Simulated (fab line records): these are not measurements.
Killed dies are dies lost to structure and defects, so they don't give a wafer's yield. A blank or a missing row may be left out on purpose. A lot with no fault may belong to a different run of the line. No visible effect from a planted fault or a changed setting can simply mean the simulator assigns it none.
A lot that was struck, set against a sound lot | flow n5Finfet | 39 steps out of a route of 1938
Sound: wafers L526.1, L526.3, L526.5. The struck wafers were L523.1, L523.4, L523.6. Last of all comes the cause.
For every step that has rows: the tool of each side, followed by ch and its chambers, followed by its first start. Under that, the readings that differ: sound wafers | struck wafers | difference of the means | sigmas: that difference in standard deviations of wafers without a fault.
alike: a reading whose means differ by less than 2 such deviations, as well as words and numbers matching on both sides. not compared: withheld readings; readings where some wafer has no value; bounds like >300 that might hide an equal value; numbers whose values overlap and for which the record gives no deviation.
A row with sigmas, a row that says differs or no value, or rows on one side alone: a step with any of these is where the two part. Non-overlapping numbers with no deviation appear without sigmas and do not part them. Lack of a reading on every wafer of one side parts them only where that side has two or more wafers.

first, 9 steps without rows for these wafers: N5_STI_FIN_REVEAL_SRD_21 (time 30 s); N5_STI_FIN_REVEAL_OXIDATION_33 (chemistry O2 PLASMA REMOTE, time 20 s); N5_STI_FIN_REVEAL_CLEAN_19 (cleans in O3/DIW, time 120 s); N5_STI_FIN_REVEAL_SRD_23 (time 30 s); N5_STI_FIN_REVEAL_PRECLEAN_18 (cleans in SC2, time 45 s); N5_STI_FIN_REVEAL_SRD_28 (time 30 s); N5_DUMMY_GATE_PRECLEAN_00 (cleans in O3/DIW, time 60 s); N5_DUMMY_GATE_SRD_01 (time 30 s); N5_DUMMY_GATE_ALD_02 (deposits SiO2, target thk 2 nm, pulse time 1 s).
N5_DUMMY_GATE_CVD_03: deposits a-Si from SiH4, target thk 150 nm, time 8042 s.
  sound on lpcvd-02 ch 1/100,1/109,1/90, day 6 20:40; struck on lpcvd-01 ch 1/104,1/114,1/90, day 6 05:43
then, 3 steps without rows for these wafers: N5_DUMMY_GATE_PRECLEAN_46 (cleans in DIW, time 89.5 s); N5_DUMMY_GATE_SRD_47 (dry time 32 s); N5_DUMMY_GATE_CMP_04 (polishes a-Si).
N5_DUMMY_GATE_THK_MEAS_05:
  struck on filmMetro-01, day 6 09:41; sound on filmMetro-01, day 7 00:40
reading    | sound          | struck         | difference | sigmas
thkNm (nm) | 69.3 70.3 73.6 | 49.8 53.5 53.1 | -18.9      | -14
then, 21 steps without rows for these wafers: N5_DUMMY_GATE_HM_DEP_06 (deposits SiNx from DCS/NH3, target thk 80 nm, time 5141 s); N5_DUMMY_GATE_PECVD_30 (deposits SiO2 from TEOS/O2, target thk 55 nm, time 10.8 s); N5_DUMMY_GATE_COAT_34 (time 60 s, resist thk 60 nm); N5_DUMMY_GATE_COAT_35 (time 60 s, resist thk 10 nm); N5_DUMMY_GATE_COAT_28 (time 60 s, resist thk 10 nm); N5_DUMMY_GATE_COAT_09 (resist thk 30 nm); N5_DUMMY_GATE_EBR_11; N5_DUMMY_GATE_SOFTBAKE_10 (time 60 s); N5_DUMMY_GATE_EXPOSE_12 (exposes mask GATE, target cd 25 nm); N5_DUMMY_GATE_PEB_13 (peb time 60 s); N5_DUMMY_GATE_DEVELOP_14 (develop time 30 s); N5_DUMMY_GATE_DESCUM_20 (chemistry O2, time 6.2 s); N5_DUMMY_GATE_ETCH_29 (etches underlayer in N2/H2, target depth 13 nm); N5_DUMMY_GATE_ETCH_36 (etches SiARC in CF4, target depth 13 nm); N5_DUMMY_GATE_ETCH_37 (etches SOC in N2/H2, target depth 60 nm, overetch 30 nm); N5_DUMMY_GATE_STRIP_38 (strips in N2/H2); N5_DUMMY_GATE_STRIP_39 (strips in N2/H2); N5_DUMMY_GATE_TRIM_49 (chemistry O2, time 29 s, target cd 14 nm); N5_DUMMY_GATE_STRIP_40 (strips in CF4); N5_DUMMY_GATE_ETCH_31 (etches SiO2 in C4F6/O2, target depth 82.5 nm, time 27.5 s); N5_DUMMY_GATE_STRIP_41 (strips in O2).
N5_DUMMY_GATE_ETCH_44: etches poly-Si in HBr/O2, stops on SiO2, target depth 127.5 nm.
  sound on rieSi-01 ch 0,1, day 7 05:52; struck on rieSi-06 ch 0,2,3, day 6 15:19
reading             | sound             | struck            | difference | sigmas
oesProductAu (a.u.) | 0.716 0.726 0.753 | 0.620 0.640 0.628 | -0.102     | -9
  alike: HBr_flow_sccm, drypumpMotorCurrentA, rfFwdPowerW, throttleValvePct
  not compared: rfHoursCounterH
N5_SDB_THK_MEAS_31:
  struck on filmMetro-02, day 7 15:55; sound on filmMetro-01, day 8 03:51
reading      | sound          | struck         | difference | sigmas
SDB_THK (nm) | 61.5 62.6 65.7 | 42.0 45.7 45.3 | -18.9      | -14
-- the record jumps here: 4 days lie between the struck wafers' starts before and after (it left off in module SDB and takes up again in module BEOL_M4, whose first step shown is number 1111 of the route) --
N5_BEOL_M4_RC_MEAS_101:
  sound on prober-01 ch 0, day 12 05:49; struck on prober-01 ch 0, day 11 15:22
reading       | sound       | struck      | difference | sigmas
ION_N (uA/um) | 667 693 678 | 649 635 647 | -36        | -2
  alike: DIBL_N, DIBL_P, IOFF_N, IOFF_P, ION_P, SS_N, SS_P, VT_N, VT_P
-- here the record skips 5 days between the struck wafers' starts before and after, leaving off in module BEOL_M4 and picking up in module PASSIVATION (first step shown: number 1936 of the route) --
N5_PASSIVATION_PROBE_49:
  record: rows for the struck wafers here (prober-02, day 16 07:43), none for the sound ones

== WHERE THEY PART ==
At N5_DUMMY_GATE_THK_MEAS_05 first; at N5_PASSIVATION_PROBE_49 last (within this record only).

WHY: whatever the simulator had introduced
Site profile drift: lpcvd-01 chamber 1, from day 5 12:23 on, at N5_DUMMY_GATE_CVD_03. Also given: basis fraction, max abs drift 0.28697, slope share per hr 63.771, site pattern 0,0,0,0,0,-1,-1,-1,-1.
